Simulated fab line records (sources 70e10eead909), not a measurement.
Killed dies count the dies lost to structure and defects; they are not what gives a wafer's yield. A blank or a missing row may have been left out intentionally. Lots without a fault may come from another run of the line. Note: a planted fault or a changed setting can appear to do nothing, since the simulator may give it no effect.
fab line records	flow nand_harc
record: lots: 24	wafers: 72	last_day: 24
route steps=1159 shown A_STAIRCASE@632
lots untouched by any fault: they come from a run of this same line in which no faults occurred
start_h: hours from the record's opening day to when the first of the lot's shown wafers began	wait_h: hours since the lot's step before	" repeats the value in the row above	L1.1+2: a single row standing in for several wafers	- no value present, or no start provided	* or withheld: withheld	< > ~ a bound
route shown NAME@n: names a module that has steps shown in the file, with the first one's number in the route	usual: mean and standard deviation over wafers with no fault	same: alike in all rows	chamber/n: place in a boat	sites: per-site readings	_std_site: the standard deviation of these	_edge_site: the outer-site mean with the inner-site mean subtracted	radius_mm: how far each site lies from the wafer's centre	mask NAME#n: copy n	behind: the tool/chamber that last shaped the wafer	hold: why the lot went on hold/how many hours it stayed there/how the hold came to an end	device: the transistor (n, p or np) that didn't switch	end of line: the tests these same wafers got at the end of their route	a step without rows: its recipe alone	killed: not the wafer's yield, but the dies lost to structure and defects at the first sort	map: a wafer's dies, marking killed ones x, the rest . and places with no die _
set.NAME: the run value of the setting; set.NAME@STEP: its run value at that earlier step	model.NAME: the simulator's own value behind a step, which no gauge read
the route's steps for a sample of lots (tables are steps, rows are wafers)
services: the hour from which a tool's chamber was out of use, counted from the record's first day as start_h (under 0 if before that day), plus the number of hours and why
== steps ==
step: NHARC_A_STAIRCASE_STRIP_238
recipe: power_w: 1500	temp_c: 250	chemistry: O2
usual: drypump_motor_current_A: 5.55/0.2	heater_power_w: 332/22
lot.wafer	tool	chamber	start_h	wait_h	drypump_motor_current_A	heater_power_w	rf_hours_counter_h
L075.3	plasma_asher-02	0	245.47	0.2	5.29	340	-
L075.4	"	1	"	"	5.74	346	-
L075.6	"	1	"	"	5.73	337	-
L074.1	plasma_asher-01	1	247.11	0.1	5.67	277	50
L074.4	"	1	"	"	5.67	279	-
L074.6	"	0	"	"	5.61	347	-
L077.1	plasma_asher-02	0	261.30	0.1	5.28	330	23
L077.4	"	0	"	"	5.30	347	-
L077.3	"	1	"	"	5.74	341	-
L076.3	plasma_asher-02	1	261.78	0.2	5.76	355	-
L076.6	"	0	"	"	5.27	330	-
L076.5	"	1	"	"	5.74	336	-
L078.4	plasma_asher-02	0	277.47	0.2	5.30	336	-
L078.6	"	1	"	"	5.73	339	-
L078.5	"	0	"	"	5.28	334	-
L079.1	plasma_asher-02	1	278.24	0.1	5.73	342	28
L079.5	"	0	"	"	5.31	338	-
L079.6	"	1	"	"	5.72	339	-
L080.2	plasma_asher-02	0	284.07	0.1	5.29	328	32
L080.3	"	1	"	"	5.74	333	-
L080.4	"	0	"	"	5.29	326	-
L081.1	plasma_asher-02	0	296.00	0.1	5.30	339	37
L081.6	"	1	"	"	5.75	348	-
L081.5	"	0	"	"	5.31	328	-
L082.1	plasma_asher-02	0	298.31	0.1	5.30	334	37
L082.4	"	1	"	"	5.75	342	-
L082.5	"	0	"	"	5.29	335	-
L084.2	plasma_asher-02	1	304.86	0.1	5.76	345	40
L084.4	"	0	"	"	5.30	333	-
L084.3	"	1	"	"	5.76	347	-
L083.1	plasma_asher-02	1	305.41	0.1	5.72	338	40
L083.3	"	0	"	"	5.28	330	-
L083.5	"	1	"	"	5.73	347	-
L087.1	plasma_asher-01	0	327.93	0.1	5.62	344	13
L087.2	"	1	"	"	5.67	285	13
L087.4	"	1	"	"	5.65	280	-
L085.2	plasma_asher-02	0	328.31	0.1	5.28	329	47
L085.3	"	0	"	"	5.28	330	-
L085.5	"	0	"	"	5.28	332	-
L086.2	plasma_asher-02	0	328.79	0.1	5.29	331	47
L086.5	"	0	"	"	5.30	331	-
L086.6	"	1	"	"	5.75	340	-
L089.2	plasma_asher-02	0	335.81	0.1	5.29	332	50
L089.4	"	1	"	"	5.73	355	-
L089.5	"	0	"	"	5.29	319	-
L088.1	plasma_asher-02	1	336.71	0.1	5.72	344	50
L088.2	"	0	"	"	5.31	335	50
L088.4	"	0	"	"	5.28	329	-
L091.3	plasma_asher-01	1	345.25	0.2	5.66	279	-
L091.6	"	1	"	"	5.66	282	-
L091.5	"	0	"	"	5.62	348	-
L090.1	plasma_asher-02	1	346.34	0.3	5.74	347	54
L090.3	"	0	"	"	5.29	334	-
L090.5	"	0	"	"	5.30	336	-
L092.1	plasma_asher-02	1	358.18	0.1	5.74	340	57
L092.3	"	1	"	"	5.74	347	-
L092.4	"	0	"	"	5.31	330	-
L093.1	plasma_asher-01	1	364.16	0.8	5.66	279	28
L093.4	"	0	"	"	5.62	347	-
L093.6	"	1	"	"	5.64	274	-
L096.1	plasma_asher-02	1	371.65	0.1	5.74	350	0
L096.4	"	1	"	"	5.75	352	-
L096.6	"	1	"	"	5.76	343	-
L094.2	plasma_asher-01	0	372.59	0.1	5.63	340	33
L094.1	"	1	"	"	5.65	277	33
L094.5	"	0	"	"	5.61	348	-
L095.3	plasma_asher-01	1	375.98	0.2	5.64	279	-
L095.6	"	1	"	"	5.63	278	-
L095.5	"	0	"	"	5.59	348	-
L097.3	plasma_asher-02	0	395.73	0.2	5.30	347	-
L097.4	"	1	"	"	5.76	351	-
L097.5	"	0	"	"	5.32	350	-
step: NHARC_A_STAIRCASE_HM_OPEN_460
recipe: o2_flow_sccm: 400	cos_flow_sccm: 20	ar_flow_sccm: 0	rf_w: 500	bias_w: 300	chemistry: O2/COS
usual: drypump_motor_current_A: 5.58/0.27	oes_product_au: 0.997/0.0091	rf_vpp_V: 467.0/2.6	showerhead_plenum_p_Torr: 3.11/0.13	throttle_valve_pct: 28.331/0.0091
lot.wafer	tool	chamber	start_h	wait_h	drypump_motor_current_A	oes_product_au	rf_hours_counter_h	rf_vpp_V	showerhead_plenum_p_Torr	throttle_valve_pct
L075.4	rie_diel-01	3	-	-	5.05	0.994	34	470.2	3.24	28.320
L075.3	"	0	"	"	5.53	0.995	40	465.9	3.13	28.330
L075.6	"	3	"	"	5.03	0.988	-	470.5	3.24	28.331
L074.4	rie_diel-08	0	-	-	5.77	0.991	41	464.3	2.97	28.326
L074.1	"	2	"	"	5.58	1.019	45	469.4	3.22	28.321
L074.6	"	0	"	"	5.84	0.987	-	464.2	2.97	28.343
L077.4	rie_diel-01	2	-	-	5.69	0.990	45	469.1	3.20	28.333
L077.3	"	0	"	"	5.49	1.006	46	468.8	3.13	28.343
L077.1	"	1	"	"	5.64	1.007	42	473.1	3.35	28.331
L076.3	rie_diel-08	0	-	-	5.81	0.981	46	465.6	2.96	28.334
L076.6	"	3	"	"	5.78	0.978	-	463.1	2.94	28.325
L076.5	"	0	"	"	5.81	0.988	-	463.6	2.96	28.349
L078.4	rie_diel-09	0	-	-	4.93	1.000	-	466.3	3.06	28.330
L078.6	"	1	"	"	5.57	0.996	-	466.0	3.13	28.332
L078.5	"	3	"	"	6.02	0.981	-	467.4	3.21	28.341
L079.1	rie_diel-01	2	-	-	5.69	0.994	53	468.4	3.19	28.326
L079.5	"	0	"	"	5.50	1.000	-	466.4	3.12	28.313
L079.6	"	1	"	"	5.64	1.002	-	470.4	3.35	28.329
L080.4	rie_diel-01	0	-	-	5.54	1.003	57	465.4	3.12	28.329
L080.2	"	1	"	"	5.67	1.016	54	472.6	3.34	28.338
L080.3	"	3	"	"	5.05	1.002	51	468.5	3.23	28.318
L081.1	rie_diel-09	3	-	-	6.05	0.988	17	469.8	3.21	28.346
L081.5	"	3	"	"	6.05	0.978	-	469.3	3.21	28.322
L081.6	"	0	"	"	4.92	1.006	-	466.8	3.05	28.340
L082.4	rie_diel-01	2	-	-	5.69	1.011	66	468.8	3.19	28.311
L082.1	"	0	"	"	5.46	1.011	66	467.4	3.12	28.331
L082.5	"	2	"	"	5.68	1.012	-	469.0	3.19	28.328
L084.4	rie_diel-08	1	-	-	5.43	0.999	0	467.1	3.08	28.333
L084.3	"	2	"	"	5.57	1.003	0	469.5	3.22	28.328
L084.2	"	0	"	"	5.85	0.980	0	465.0	2.96	28.348
L083.3	rie_diel-08	1	-	-	5.42	1.012	0	467.0	3.08	28.335
L083.1	"	3	"	"	5.77	0.990	0	464.3	2.93	28.326
L083.5	"	1	"	"	5.42	1.009	-	466.2	3.08	28.335
L087.1	rie_diel-09	3	-	-	6.05	0.998	29	469.5	3.20	28.308
L087.4	"	1	"	"	5.61	1.005	28	466.1	3.12	28.339
L087.2	"	2	"	"	5.61	1.008	22	463.6	2.98	28.326
L085.2	rie_diel-01	2	-	-	5.66	0.991	4	468.8	3.19	28.337
L085.3	"	0	"	"	5.50	1.005	4	466.9	3.11	28.321
L085.5	"	0	"	"	5.51	0.995	-	466.8	3.11	28.322
L086.2	rie_diel-08	1	-	-	5.44	1.003	10	465.9	3.08	28.327
L086.5	"	2	"	"	5.54	1.005	-	469.0	3.21	28.348
L086.6	"	3	"	"	5.74	0.992	-	463.4	2.93	28.341
L089.2	rie_diel-01	2	-	-	5.69	0.979	6	468.6	3.19	28.330
L089.5	"	0	"	"	5.52	0.990	-	466.2	3.11	28.326
L089.4	"	2	"	"	5.68	0.987	-	468.2	3.19	28.337
L088.1	rie_diel-08	1	-	-	5.45	1.009	13	466.7	3.08	28.331
L088.2	"	3	"	"	5.77	0.997	13	463.9	2.92	28.326
L088.4	"	0	"	"	5.77	0.984	14	463.6	2.95	28.322
L091.3	rie_diel-08	2	-	-	5.57	0.995	16	468.7	3.21	28.335
L091.5	"	0	"	"	5.78	0.982	-	463.1	2.95	28.346
L091.6	"	1	"	"	5.45	1.001	-	467.5	3.07	28.323
L090.1	rie_diel-09	1	-	-	5.56	0.994	36	466.0	3.11	28.325
L090.3	"	3	"	"	6.05	0.987	36	469.3	3.20	28.321
L090.5	"	2	"	"	5.61	0.984	-	464.8	2.98	28.329
L092.4	rie_diel-08	0	-	-	5.81	0.987	22	463.7	2.95	28.330
L092.3	"	1	"	"	5.45	0.994	23	466.6	3.07	28.322
L092.1	"	2	"	"	5.59	1.002	22	468.9	3.21	28.326
L093.4	rie_diel-09	3	-	-	6.04	0.990	45	469.1	3.19	28.322
L093.1	"	0	"	"	4.95	1.004	45	466.6	3.04	28.332
L093.6	"	2	"	"	5.59	0.991	-	464.2	2.97	28.327
L096.1	rie_diel-08	0	-	-	5.82	0.997	27	463.4	2.94	28.340
L096.6	"	3	"	"	5.78	1.015	-	462.7	2.92	28.317
L096.4	"	1	"	"	5.45	1.001	-	466.9	3.07	28.335
L094.2	rie_diel-01	2	-	-	5.72	0.989	20	468.0	3.18	28.321
L094.1	"	3	"	"	5.00	1.000	12	468.9	3.22	28.327
L094.5	"	2	"	"	5.70	0.995	-	469.6	3.18	28.324
L095.3	rie_diel-08	2	-	-	5.60	1.004	26	468.0	3.21	28.319
L095.6	"	3	"	"	5.77	0.996	-	463.4	2.92	28.331
L095.5	"	0	"	"	5.76	0.991	-	463.7	2.94	28.335
L097.4	rie_diel-09	0	-	-	4.93	0.994	55	465.2	3.03	28.350
L097.3	"	1	"	"	5.58	0.988	56	466.6	3.10	28.325
L097.5	"	3	"	"	6.02	0.975	-	468.7	3.19	28.328
step: NHARC_A_STAIRCASE_ETCH_452
recipe: target_depth_a: 300	overetch_a: 30	time_s: 16.5	ion_energy_ev: 100	cf4_flow_sccm: 80	o2_flow_sccm: 20	ar_flow_sccm: 0	rf_w: 300	bias_w: 100	chemistry: CF4/O2
usual: drypump_motor_current_A: 5.56/0.28	oes_product_au: 0.997/0.0085	rf_vpp_V: 197.7/1.5	showerhead_plenum_p_Torr: 1.33/0.055	throttle_valve_pct: 13.398/0.0096
same: time_s: 16.5
lot.wafer	tool	chamber	start_h	wait_h	drypump_motor_current_A	oes_product_au	rf_hours_counter_h	rf_vpp_V	showerhead_plenum_p_Torr	throttle_valve_pct
L075.3	rie_diel-01	3	-	-	5.05	0.986	34	198.7	1.39	13.397
L075.4	"	0	"	"	5.52	1.004	40	198.1	1.34	13.405
L075.6	"	0	"	"	5.48	0.998	-	197.6	1.34	13.397
L074.1	rie_diel-08	1	-	-	5.45	1.008	47	196.8	1.32	13.411
L074.4	"	3	"	"	5.76	0.984	47	195.4	1.25	13.406
L074.6	"	1	"	"	5.42	1.007	-	197.7	1.32	13.386
L077.3	rie_diel-01	3	-	-	4.99	0.995	41	200.8	1.38	13.394
L077.4	"	0	"	"	5.52	1.001	46	196.9	1.34	13.406
L077.1	"	1	"	"	5.64	1.009	42	197.8	1.44	13.404
L076.3	rie_diel-08	1	-	-	5.39	1.008	53	197.7	1.32	13.398
L076.5	"	1	"	"	5.43	1.001	-	198.0	1.32	13.401
L076.6	"	2	"	"	5.57	1.020	-	199.6	1.38	13.397
L078.6	rie_diel-09	3	-	-	6.03	0.983	-	196.9	1.37	13.388
L078.4	"	0	"	"	4.93	0.996	-	197.0	1.31	13.411
L078.5	"	1	"	"	5.57	0.984	-	198.4	1.34	13.416
L079.1	rie_diel-01	2	-	-	5.68	0.991	53	197.7	1.37	13.397
L079.6	"	1	"	"	5.61	1.001	-	199.5	1.43	13.398
L079.5	"	2	"	"	5.68	0.991	-	198.9	1.37	13.407
L080.4	rie_diel-01	2	-	-	5.68	1.007	57	199.3	1.37	13.399
L080.2	"	0	"	"	5.47	1.004	57	197.7	1.34	13.405
L080.3	"	1	"	"	5.58	1.007	54	199.2	1.43	13.405
L081.1	rie_diel-09	3	-	-	6.04	0.989	17	198.2	1.37	13.384
L081.5	"	0	"	"	4.93	1.003	-	198.1	1.30	13.401
L081.6	"	1	"	"	5.57	1.001	-	197.3	1.34	13.404
L082.4	rie_diel-01	2	-	-	5.69	1.006	66	197.6	1.36	13.403
L082.1	"	3	"	"	5.01	1.002	60	199.7	1.38	13.401
L082.5	"	3	"	"	5.00	1.012	-	199.2	1.38	13.412
L084.4	rie_diel-08	2	-	-	5.57	1.002	0	198.1	1.38	13.401
L084.3	"	3	"	"	5.76	0.983	0	195.5	1.25	13.395
L084.2	"	0	"	"	5.82	0.990	0	198.3	1.26	13.392
L083.3	rie_diel-08	0	-	-	5.79	0.989	1	195.6	1.26	13.389
L083.1	"	3	"	"	5.78	0.993	1	194.6	1.25	13.394
L083.5	"	0	"	"	5.81	0.995	-	196.2	1.26	13.402
L087.1	rie_diel-09	1	-	-	5.57	0.995	28	198.2	1.33	13.396
L087.4	"	2	"	"	5.61	0.996	22	196.0	1.27	13.407
L087.2	"	0	"	"	4.91	1.002	29	198.3	1.30	13.380
L085.3	rie_diel-01	0	-	-	5.46	0.989	4	196.8	1.33	13.399
L085.2	"	2	"	"	5.67	0.988	4	199.4	1.36	13.395
L085.5	"	0	"	"	5.45	1.007	-	198.5	1.33	13.401
L086.2	rie_diel-08	3	-	-	5.76	0.989	11	194.8	1.25	13.413
L086.6	"	0	"	"	5.79	0.994	-	197.6	1.26	13.384
L086.5	"	1	"	"	5.45	1.004	-	197.0	1.32	13.383
L089.2	rie_diel-01	1	-	-	5.61	0.997	6	200.0	1.43	13.402
L089.4	"	0	"	"	5.50	0.995	-	197.2	1.33	13.379
L089.5	"	1	"	"	5.62	0.992	-	200.1	1.43	13.397
L088.2	rie_diel-08	3	-	-	5.78	0.997	13	195.7	1.25	13.394
L088.4	"	0	"	"	5.80	1.001	14	198.2	1.26	13.393
L088.1	"	2	"	"	5.56	0.996	12	198.8	1.37	13.405
L091.3	rie_diel-08	0	-	-	5.79	0.991	17	194.3	1.26	13.409
L091.6	"	2	"	"	5.53	1.002	-	199.2	1.37	13.379
L091.5	"	3	"	"	5.75	1.002	-	194.9	1.25	13.420
L090.1	rie_diel-09	2	-	-	5.59	0.996	30	196.8	1.27	13.401
L090.3	"	1	"	"	5.58	1.002	36	199.1	1.33	13.390
L090.5	"	3	"	"	6.05	0.995	-	198.4	1.37	13.393
L092.4	rie_diel-08	0	-	-	5.81	0.987	22	195.1	1.26	13.393
L092.3	"	1	"	"	5.46	1.005	23	197.1	1.31	13.391
L092.1	"	2	"	"	5.57	1.007	22	197.3	1.37	13.379
L093.4	rie_diel-09	3	-	-	6.04	0.996	45	198.8	1.37	13.381
L093.1	"	1	"	"	5.58	1.010	45	196.7	1.33	13.396
L093.6	"	3	"	"	6.05	0.989	-	198.4	1.37	13.390
L096.4	rie_diel-08	1	-	-	5.41	0.998	27	197.9	1.31	13.411
L096.1	"	3	"	"	5.80	0.989	26	196.0	1.25	13.393
L096.6	"	0	"	"	5.79	0.993	-	196.2	1.26	13.410
L094.2	rie_diel-01	1	-	-	5.61	0.997	20	200.4	1.43	13.407
L094.1	"	3	"	"	5.01	0.992	12	199.6	1.38	13.400
L094.5	"	1	"	"	5.62	0.996	-	199.8	1.43	13.400
L095.3	rie_diel-08	2	-	-	5.55	1.006	26	198.8	1.37	13.390
L095.6	"	3	"	"	5.77	0.988	-	196.3	1.24	13.408
L095.5	"	0	"	"	5.79	0.985	-	196.3	1.26	13.398
L097.4	rie_diel-09	3	-	-	6.03	0.983	54	198.5	1.36	13.386
L097.3	"	1	"	"	5.60	0.994	56	196.8	1.33	13.387
L097.5	"	2	"	"	5.58	0.990	-	198.1	1.27	13.409
step: NHARC_A_STAIRCASE_HM_DEP_462
recipe: target_thk_a: 8000	temp_c: 400	material: aC
usual: throttle_valve_pct: 34.999/0.0085
lot.wafer	tool	chamber	start_h	wait_h	throttle_valve_pct
L075.3	acl_dep-03	0	254.78	1.3	34.994
L075.4	"	0	"	"	34.997
L075.6	"	0	"	"	34.988
L074.1	acl_dep-01	0	255.00	0.1	35.001
L074.4	"	0	"	"	35.004
L074.6	"	0	"	"	34.998
L077.1	acl_dep-03	0	269.24	0.5	34.994
L077.3	"	0	"	"	34.993
L077.4	"	0	"	"	34.980
L076.3	acl_dep-01	0	270.72	0.7	35.002
L076.5	"	0	"	"	35.010
L076.6	"	0	"	"	35.006
L078.4	acl_dep-02	0	288.66	2.9	35.007
L078.5	"	0	"	"	35.006
L078.6	"	0	"	"	34.997
L079.1	acl_dep-01	0	289.06	2.1	34.995
L079.5	"	0	290.28	3.3	35.012
L079.6	"	0	"	"	34.995
L080.2	acl_dep-03	0	297.54	4.5	35.002
L080.3	"	0	"	"	35.005
L080.4	"	0	"	"	35.004
L081.1	acl_dep-01	0	306.91	1.9	35.007
L081.5	"	0	308.10	3.1	35.002
L081.6	"	0	"	"	34.997
L082.1	acl_dep-01	0	308.70	0.1	34.994
L082.4	"	0	"	"	34.995
L082.5	"	0	"	"	34.984
L083.1	acl_dep-01	0	314.63	0.2	34.993
L083.3	"	0	"	"	34.995
L083.5	"	0	"	"	35.002
L084.2	acl_dep-02	0	314.87	0.6	35.007
L084.3	"	0	"	"	34.983
L084.4	"	0	"	"	35.007
L087.1	acl_dep-02	0	335.89	0.1	34.991
L087.2	"	0	"	"	35.005
L087.4	"	0	"	"	35.009
L085.2	acl_dep-01	0	337.03	0.4	34.989
L085.3	"	0	"	"	34.997
L085.5	"	0	"	"	34.997
L086.2	acl_dep-01	0	338.88	1.4	34.985
L086.5	"	0	"	"	35.003
L086.6	"	0	"	"	34.995
L089.2	acl_dep-02	0	344.45	0.4	35.007
L089.4	"	0	"	"	34.998
L089.5	"	0	"	"	35.013
L088.1	acl_dep-03	0	344.79	0.1	34.984
L088.2	"	0	"	"	35.003
L088.4	"	0	"	"	35.006
L091.3	acl_dep-03	0	354.38	0.7	34.971
L091.5	"	0	"	"	35.000
L091.6	"	0	"	"	35.013
L090.1	acl_dep-01	0	356.49	2.0	35.011
L090.3	"	0	"	"	34.996
L090.5	"	0	"	"	34.998
L092.1	acl_dep-02	0	370.79	1.8	34.998
L092.3	"	0	"	"	35.003
L092.4	"	0	"	"	34.994
L093.1	acl_dep-03	0	377.40	1.8	35.002
L093.4	"	0	"	"	34.996
L093.6	"	0	"	"	35.011
L096.1	acl_dep-01	0	381.09	1.5	34.992
L096.4	"	0	"	"	35.013
L096.6	"	0	"	"	35.005
L094.1	acl_dep-02	0	381.39	0.8	35.002
L094.2	"	0	"	"	34.988
L094.5	"	0	"	"	35.007
L095.3	acl_dep-01	0	385.41	0.8	34.990
L095.5	"	0	"	"	35.000
L095.6	"	0	"	"	34.995
L097.3	acl_dep-02	0	405.82	2.4	34.982
L097.4	"	0	"	"	34.993
L097.5	"	0	"	"	34.986
step: NHARC_A_STAIRCASE_ETCH_315
recipe: target_depth_a: 25000	time_s: 607.1	ion_energy_ev: 800	c4f8_flow_sccm: 80	o2_flow_sccm: 60	ar_flow_sccm: withheld	rf_w: 600	bias_w: 3000	chemistry: C4F8/O2/Ar
usual: oes_product_au: 0.928/0.011	rf_vpp_V: 1822/9.4
same: time_s: 607.1
lot.wafer	tool	chamber	start_h	wait_h	oes_product_au	rf_hours_counter_h	rf_vpp_V
L075.4	rie_diel-08	3	-	-	0.912	48	1811
L075.3	"	1	"	"	0.930	49	1825
L075.6	"	3	"	"	0.920	-	1811
L074.1	rie_diel-08	3	-	-	0.912	49	1810
L074.4	"	1	"	"	0.937	49	1825
L074.6	"	0	"	"	0.933	-	1814
L077.3	rie_diel-08	2	-	-	0.949	54	1837
L077.4	"	3	"	"	0.910	54	1811
L077.1	"	1	"	"	0.926	55	1824
L076.3	rie_diel-09	2	-	-	0.937	4	1816
L076.6	"	0	"	"	0.923	-	1821
L076.5	"	1	"	"	0.922	-	1827
L078.4	rie_diel-09	0	-	-	0.941	11	1820
L078.6	"	3	"	"	0.914	-	1836
L078.5	"	0	"	"	0.931	-	1823
L079.1	rie_diel-08	1	-	-	0.929	65	1824
L079.6	"	1	"	"	0.920	-	1824
L079.5	"	3	"	"	0.916	-	1812
L080.2	rie_diel-08	3	-	-	0.910	67	1810
L080.3	"	0	"	"	0.908	61	1812
L080.4	"	1	"	"	0.926	-	1825
L081.1	rie_diel-09	0	-	-	0.930	19	1822
L081.6	"	3	"	"	0.914	-	1835
L081.5	"	0	"	"	0.936	-	1823
L082.4	rie_diel-08	0	-	-	0.923	1	1812
L082.1	"	3	"	"	0.915	2	1811
L082.5	"	0	"	"	0.922	-	1813
L084.3	rie_diel-09	3	-	-	0.899	22	1833
L084.2	"	0	"	"	0.927	22	1821
L084.4	"	1	"	"	0.922	21	1828
L083.3	rie_diel-08	0	-	-	0.917	3	1813
L083.1	"	1	"	"	0.923	3	1823
L083.5	"	0	"	"	0.914	-	1813
L087.1	rie_diel-08	0	-	-	0.928	12	1813
L087.4	"	2	"	"	0.926	11	1833
L087.2	"	3	"	"	0.924	11	1808
L085.3	rie_diel-08	3	-	-	0.927	12	1810
L085.2	"	2	"	"	0.936	11	1836
L085.5	"	0	"	"	0.928	-	1812
L086.2	rie_diel-08	2	-	-	0.925	12	1834
L086.5	"	2	"	"	0.922	-	1834
L086.6	"	3	"	"	0.924	-	1810
L089.2	rie_diel-09	1	-	-	0.928	33	1825
L089.4	"	3	"	"	0.925	34	1833
L089.5	"	1	"	"	0.933	-	1825
L088.2	rie_diel-08	1	-	-	0.932	15	1822
L088.1	"	2	"	"	0.926	14	1835
L088.4	"	3	"	"	0.931	14	1810
L091.3	rie_diel-08	1	-	-	0.940	19	1825
L091.6	"	0	"	"	0.932	-	1812
L091.5	"	1	"	"	0.935	-	1822
L090.3	rie_diel-08	3	-	-	0.926	19	1811
L090.1	"	0	"	"	0.922	19	1811
L090.5	"	1	"	"	0.927	-	1824
L092.1	rie_diel-08	0	-	-	0.925	26	1811
L092.3	"	3	"	"	0.923	24	1811
L092.4	"	0	"	"	0.931	-	1810
L093.1	rie_diel-01	1	-	-	0.920	21	1842
L093.4	"	0	"	"	0.925	22	1826
L093.6	"	1	"	"	0.926	-	1845
L096.1	rie_diel-09	1	-	-	0.931	51	1826
L096.4	"	2	"	"	0.925	44	1814
L096.6	"	0	"	"	0.932	-	1819
L094.1	rie_diel-09	0	-	-	0.933	50	1821
L094.2	"	1	"	"	0.942	52	1825
L094.5	"	0	"	"	0.932	-	1821
L095.3	rie_diel-01	0	-	-	0.945	23	1826
L095.5	"	1	"	"	0.969	-	1844
L095.6	"	2	"	"	0.934	-	1831
L097.4	rie_diel-08	0	-	-	0.925	41	1811
L097.3	"	2	"	"	0.955	36	1834
L097.5	"	1	"	"	0.953	-	1822
step: NHARC_A_STAIRCASE_ETCHBACK_416
recipe: target_depth_a: 360	time_s: 7.2	c4f8_flow_sccm: withheld	o2_flow_sccm: 8	ar_flow_sccm: withheld	rf_w: 600	bias_w: 800	chemistry: C4F8/O2/Ar
usual: oes_product_au: 0.934/0.03	rf_vpp_V: 723/4.3
same: time_s: 7.2
lot.wafer	tool	chamber	start_h	wait_h	oes_product_au	rf_hours_counter_h	rf_vpp_V
L075.4	rie_diel-01	0	-	-	0.925	45	722
L075.3	"	2	"	"	0.927	45	725
L075.6	"	1	"	"	0.918	-	731
L074.4	rie_diel-08	3	-	-	0.907	51	717
L074.1	"	1	"	"	0.915	52	722
L074.6	"	3	"	"	0.910	-	716
L077.3	rie_diel-01	1	-	-	0.925	46	729
L077.4	"	2	"	"	0.930	50	726
L077.1	"	3	"	"	0.925	44	726
L076.3	rie_diel-01	1	-	-	0.928	47	729
L076.5	"	0	"	"	0.933	-	724
L076.6	"	1	"	"	0.931	-	731
L078.4	rie_diel-08	3	-	-	0.921	-	716
L078.6	"	0	"	"	0.905	-	717
L078.5	"	1	"	"	0.923	-	722
L079.1	rie_diel-08	1	-	-	0.916	66	722
L079.5	"	0	"	"	0.900	-	718
L079.6	"	1	"	"	0.920	-	722
L080.2	rie_diel-09	0	-	-	0.930	18	721
L080.3	"	2	"	"	0.930	10	719
L080.4	"	3	"	"	0.918	19	727
L081.1	rie_diel-08	3	-	-	0.981	2	717
L081.5	"	0	"	"	0.977	-	719
L081.6	"	1	"	"	1.007	-	722
L082.1	rie_diel-09	1	-	-	0.915	20	722
L082.4	"	3	"	"	0.912	22	726
L082.5	"	2	"	"	0.998	-	717
L084.3	rie_diel-08	3	-	-	0.913	5	717
L084.4	"	0	"	"	0.914	5	718
L084.2	"	2	"	"	0.922	5	727
L083.3	rie_diel-08	2	-	-	0.928	5	727
L083.1	"	0	"	"	0.920	6	719
L083.5	"	2	"	"	0.926	-	725
L087.1	rie_diel-09	1	-	-	0.909	32	724
L087.4	"	2	"	"	0.925	26	718
L087.2	"	3	"	"	0.911	33	725
L085.2	rie_diel-08	1	-	-	0.918	14	720
L085.3	"	3	"	"	0.918	13	717
L085.5	"	2	"	"	0.923	-	725
L086.2	rie_diel-08	3	-	-	0.922	13	716
L086.6	"	3	"	"	0.920	-	716
L086.5	"	0	"	"	0.916	-	717
L089.4	rie_diel-08	1	-	-	1.002	17	722
L089.2	"	3	"	"	1.002	16	715
L089.5	"	1	"	"	1.000	-	722
L088.1	rie_diel-01	1	-	-	0.921	11	730
L088.2	"	2	"	"	0.915	11	725
L088.4	"	1	"	"	0.922	-	729
L091.3	rie_diel-01	1	-	-	1.002	14	731
L091.5	"	2	"	"	0.994	-	725
L091.6	"	3	"	"	1.003	-	727
L090.1	rie_diel-08	0	-	-	0.916	21	718
L090.3	"	2	"	"	0.921	20	726
L090.5	"	0	"	"	0.917	-	719
L092.3	rie_diel-01	1	-	-	0.923	20	730
L092.4	"	2	"	"	0.924	20	725
L092.1	"	0	"	"	0.930	21	722
L093.1	rie_diel-01	1	-	-	0.923	21	730
L093.4	"	3	"	"	0.919	14	726
L093.6	"	0	"	"	0.925	-	722
L096.1	rie_diel-09	2	-	-	0.911	44	716
L096.4	"	1	"	"	0.925	52	722
L096.6	"	3	"	"	0.899	-	725
L094.1	rie_diel-01	2	389.71	1.6	0.916	24	726
L094.2	"	0	"	"	0.931	24	723
L094.5	"	2	"	"	0.924	-	725
L095.3	rie_diel-09	0	392.85	3.0	0.988	54	721
L095.5	"	3	"	"	0.980	-	726
L095.6	"	0	"	"	0.990	-	721
L097.4	rie_diel-01	0	-	-	0.929	33	723
L097.3	"	1	"	"	0.923	29	730
L097.5	"	0	"	"	0.920	-	725
== services ==
tool	chamber	start_h	hours	kind
acl_dep-03	-	223.97	13.0	pm
rie_diel-08	0	232.05	-	clean
rie_diel-08	1	232.05	-	clean
rie_diel-08	2	232.05	-	clean
rie_diel-08	3	232.05	-	clean
rie_diel-09	-	245.02	0.4	repair
rie_diel-09	-	254.44	9.0	pm
rie_diel-08	0	256.55	-	clean
rie_diel-08	1	256.55	-	clean
rie_diel-08	2	256.55	-	clean
plasma_asher-01	-	276.00	9.0	pm
rie_diel-09	2	278.74	10.0	repair
acl_dep-01	-	293.91	13.0	pm
rie_diel-09	2	295.60	8.1	repair
rie_diel-08	-	301.88	9.0	pm
rie_diel-01	2	306.60	9.9	repair
rie_diel-01	-	314.80	9.0	pm
rie_diel-01	3	331.80	21.5	repair
acl_dep-02	-	351.55	13.0	pm
plasma_asher-02	-	360.06	9.0	pm
plasma_asher-01	-	382.90	0.4	repair
rie_diel-01	1	402.50	4.2	repair
plasma_asher-02	-	404.61	2.4	repair
acl_dep-03	-	405.61	13.0	pm
== key ==
fault none
